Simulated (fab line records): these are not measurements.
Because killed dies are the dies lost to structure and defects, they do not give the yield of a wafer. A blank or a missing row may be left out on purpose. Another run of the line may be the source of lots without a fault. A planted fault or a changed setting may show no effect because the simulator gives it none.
The tool behind it: which one? + flow n5_finfet + at 1 step of a route of 1938, 9 lots with 27 wafers sampled

## WHAT EACH GAUGE READ, for each wafer
N5_BEOL_M4_RC_MEAS_101.
| lot  | measured     | on        | DIBL_N (mV/V)  | DIBL_P (mV/V)  | IOFF_N (nA/um) | IOFF_P (nA/um) | ION_N (uA/um) | ION_P (uA/um) | SS_N (mV/dec)  | SS_P (mV/dec)  | VT_N (mV)   | VT_P (mV)      |
|------|--------------|-----------|----------------|----------------|----------------|----------------|---------------|---------------|----------------|----------------|-------------|----------------|
| L165 | day 8 12:54  | prober-01 | 34.9 37.1 34.9 | 36.3 39.6 36.8 | 0.16 0.19 0.16 | 0.17 0.23 0.18 | 684 679 673   | 455 464 457   | 71.6 71.9 71.8 | 73.8 74.0 72.7 | 249 246 249 | -252 -251 -255 |
| L167 | day 8 21:28  | prober-01 | 37.0 38.6 36.6 | 36.2 39.5 36.2 | 0.16 0.19 0.15 | 0.20 0.25 0.20 | 671 691 676   | 458 474 469   | 71.6 71.3 70.8 | 73.5 74.3 73.4 | 247 247 249 | -251 -247 -248 |
| L168 | day 9 10:14  | prober-01 | 38.5 34.7 36.1 | 38.5 34.7 35.5 | 0.21 0.14 0.15 | 0.26 0.20 0.20 | 694 681 679   | 476 468 469   | 72.0 71.0 71.7 | 73.7 72.8 73.1 | 242 250 250 | -245 -248 -249 |
| L169 | day 9 20:15  | prober-02 | 35.0 35.7 33.9 | 35.6 36.2 34.9 | 0.13 0.15 0.13 | 0.19 0.20 0.18 | 667 678 675   | 465 467 463   | 70.8 71.3 70.9 | 73.1 73.9 72.5 | 249 249 251 | -251 -253 -251 |
| L177 | day 11 12:56 | prober-01 | 35.1 37.4 35.0 | 35.0 38.1 35.1 | 0.14 0.18 0.14 | 0.20 0.25 0.21 | 675 676 684   | 470 462 471   | 71.0 71.0 71.4 | 72.8 73.8 72.9 | 250 248 249 | -250 -248 -249 |
| L178 | day 12 01:16 | prober-01 | 38.7 36.5 37.8 | 39.2 36.5 38.0 | 0.20 0.16 0.18 | 0.24 0.19 0.21 | 682 671 691   | 463 458 462   | 71.7 71.4 71.4 | 74.4 73.7 73.2 | 247 250 250 | -250 -252 -254 |
| L179 | day 12 07:37 | prober-01 | 36.3 35.7 38.1 | 36.7 34.7 38.7 | 0.15 0.13 0.18 | 0.20 0.17 0.23 | 667 663 690   | 456 460 463   | 71.2 70.9 71.9 | 72.9 72.3 73.2 | 251 252 249 | -250 -252 -249 |
| L181 | day 12 13:29 | prober-02 | 38.7 35.6 38.0 | 39.5 35.4 37.7 | 0.19 0.13 0.17 | 0.25 0.19 0.22 | 680 669 669   | 469 461 460   | 71.8 71.8 72.6 | 73.7 73.0 73.1 | 247 253 249 | -249 -252 -249 |
| L186 | day 14 23:12 | prober-01 | 37.0 40.1 38.5 | 35.4 39.8 38.1 | 0.15 0.20 0.18 | 0.20 0.28 0.25 | 662 673 667   | 456 465 461   | 72.7 72.6 71.9 | 72.6 74.4 73.8 | 253 251 248 | -251 -245 -247 |

## WHAT TOOL EACH LOT RAN ON (gives the tool, then ch and the chambers of the sampled wafers, and finally the start)
The record shows no process step preceding these readings.

## WHAT THE TOOLS THEMSELVES READ (means of the sampled wafers that have a number; where no wafer has one, the mark that the record gives instead)
The record holds no such reading with a usual standard deviation.

## THE ANSWER, worked out from the rows above alone
Rule: usual is defined by the lots themselves. The widest of any qualifying gaps counts: lots, ordered by their means at a reading, are off when they make up no more than a third of the lots, leave a main group of 4 or more, and stand apart from it by 3 or more times the standard deviation of that group's means. A main group whose means are all the same, to the digits that the tables above print for the reading, isn't used. A lot without any number at a reading at which 4 lots or more have one is off too. Any other lot the step has rows for is counted as sound. First the gauges in route order, then the tools' own readings, where a lot's mean is used as printed above. At the first step where some lot is off, the reading lying furthest off is the one used; lots without a number count as furthest.
Across all readings shown, no lot is off: no conclusion can be drawn from this.

## WHAT THE SIMULATOR HAD INSERTED
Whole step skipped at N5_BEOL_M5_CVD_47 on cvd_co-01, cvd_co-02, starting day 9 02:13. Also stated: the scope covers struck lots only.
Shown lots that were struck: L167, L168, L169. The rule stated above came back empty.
